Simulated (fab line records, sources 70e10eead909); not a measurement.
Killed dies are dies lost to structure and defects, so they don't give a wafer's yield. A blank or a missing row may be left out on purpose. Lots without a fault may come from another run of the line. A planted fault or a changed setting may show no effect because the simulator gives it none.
A struck lot beside a sound one | flow nand_harc | 16 steps out of a route of 1302
Sound: wafers L830.1, L830.2, L830.3. Struck: wafers L817.3, L817.5, L817.6. The cause comes at the end.
At each step with rows: each side's tool, then ch and its chambers, then its first start. Under that, the readings that differ: sound wafers | struck wafers | difference of the means | sigmas: that difference in standard deviations of wafers without a fault.
alike: readings whose means differ by less than 2 such deviations, and words and numbers that are the same on both sides. not compared: withheld readings, readings that some wafer has no value for, bounds like >300 that may hide the same value, and numbers for which the record gives no deviation and whose values overlap.
The two part at a step that has a row with sigmas, a row that says differs or no value, or rows on one side only. Numbers that don't overlap but have no deviation are shown without sigmas and don't part them. A reading that every wafer of one side lacks parts them only if that side has two wafers or more.

first, 3 steps without rows for these wafers: NHARC_A_CHANNEL_HOLE_D2_STRIP_42 (strips in CF4/CHF3); NHARC_A_CHANNEL_HOLE_D2_STRIP_43 (strips in O2/COS); NHARC_A_CHANNEL_HOLE_D2_ETCH_44 (etches the open film in CF4/O2, target depth 140 nm, overetch 14 nm, time 77 s).
NHARC_A_CHANNEL_HOLE_D2_STRIP_28: strips in O2.
  sound on rie_diel-13 ch 0,1,3; struck on rie_diel-13 ch 0,1,2
  alike: drypump_motor_current_A, oes_product_au, rf_vpp_V, showerhead_plenum_p_Torr, throttle_valve_pct
  not compared: rf_hours_counter_h
then, 2 steps without rows for these wafers: NHARC_A_CHANNEL_HOLE_D2_PRECLEAN_29 (cleans in SC1); NHARC_A_CHANNEL_HOLE_D2_SRD_30.
NHARC_A_CHANNEL_HOLE_D2_CD_MEAS_31:
  sound on cd_sem-01, day 18 03:50; struck on cd_sem-03, day 13 07:35
  alike: cd_nm
NHARC_A_CHANNEL_HOLE_D2_XSEM_32:
  sound on xsem-01 ch 0, day 18 03:56; struck on xsem-02 ch 0, day 13 07:40
  alike: bot_cd_nm, bow_nm, tilt_deg
NHARC_A_CHANNEL_HOLE_D2_INSPECT_40:
  sound on defect_inspect-02, day 18 04:02; struck on defect_inspect-02, day 13 07:46
  alike: raw_defect_count
then, 2 steps without rows for these wafers: NHARC_A_CHANNEL_FILL_D2_PRECLEAN_00 (cleans in SC1); NHARC_A_CHANNEL_FILL_D2_SRD_01.
NHARC_A_CHANNEL_FILL_D2_ALD_02: deposits SiO2, target thk 6 nm, pulse time 10 s, ald cycles 60.
  sound on ald_hk-01 ch 1,2,3, day 18 04:13; struck on ald_hk-04 ch 0,1,2, day 13 08:23
  alike: heater_power_w, precursor_pulse_height_rel, susceptor_temp_C
NHARC_A_CHANNEL_FILL_D2_ALD_03: deposits SiNx, target thk 6 nm, pulse time 60 s, ald cycles 58.
  sound on ald_sin_batch-01 ch 0, day 18 06:46; struck on ald_sin_batch-03 ch 0, day 13 11:50
  reading              | sound | struck               | difference                   | sigmas
  susceptor_temp_C (C) | - - - | 608.56 609.17 608.90 | no value on the sound wafers |
  alike: precursor_pulse_height_rel
NHARC_A_CHANNEL_FILL_D2_ALD_14: deposits SiO2, target thk 2.5 nm, pulse time 10 s, ald cycles 25.
  sound on ald_hk-02 ch 0,2,3, day 18 10:34; struck on ald_hk-02 ch 0,1,2, day 13 16:16
  alike: heater_power_w, precursor_pulse_height_rel, susceptor_temp_C
NHARC_A_CHANNEL_FILL_D2_ALD_15: deposits SiNx, target thk 2 nm, pulse time 60 s, ald cycles 19.
  sound on ald_sin_batch-02 ch 0, day 18 13:25; struck on ald_sin_batch-02 ch 0, day 13 19:16
  alike: precursor_pulse_height_rel, susceptor_temp_C
NHARC_A_CHANNEL_FILL_D2_ALD_16: deposits SiO2, target thk 1.5 nm, pulse time 10 s, ald cycles 15.
  sound on ald_hk-04 ch 0,1,2, day 18 15:48; struck on ald_hk-02 ch 0,2,3, day 13 21:26
  alike: heater_power_w, precursor_pulse_height_rel, susceptor_temp_C

WHERE THEY PART
Only at NHARC_A_CHANNEL_FILL_D2_ALD_03, within this record. Later steps at which nothing parts them and some readings are alike: NHARC_A_CHANNEL_FILL_D2_ALD_14, NHARC_A_CHANNEL_FILL_D2_ALD_15, NHARC_A_CHANNEL_FILL_D2_ALD_16.

WHY: what the simulator had put in
Process parameter drift: ald_sin_batch-03, from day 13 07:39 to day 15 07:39, at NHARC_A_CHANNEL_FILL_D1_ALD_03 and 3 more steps. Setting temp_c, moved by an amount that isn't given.
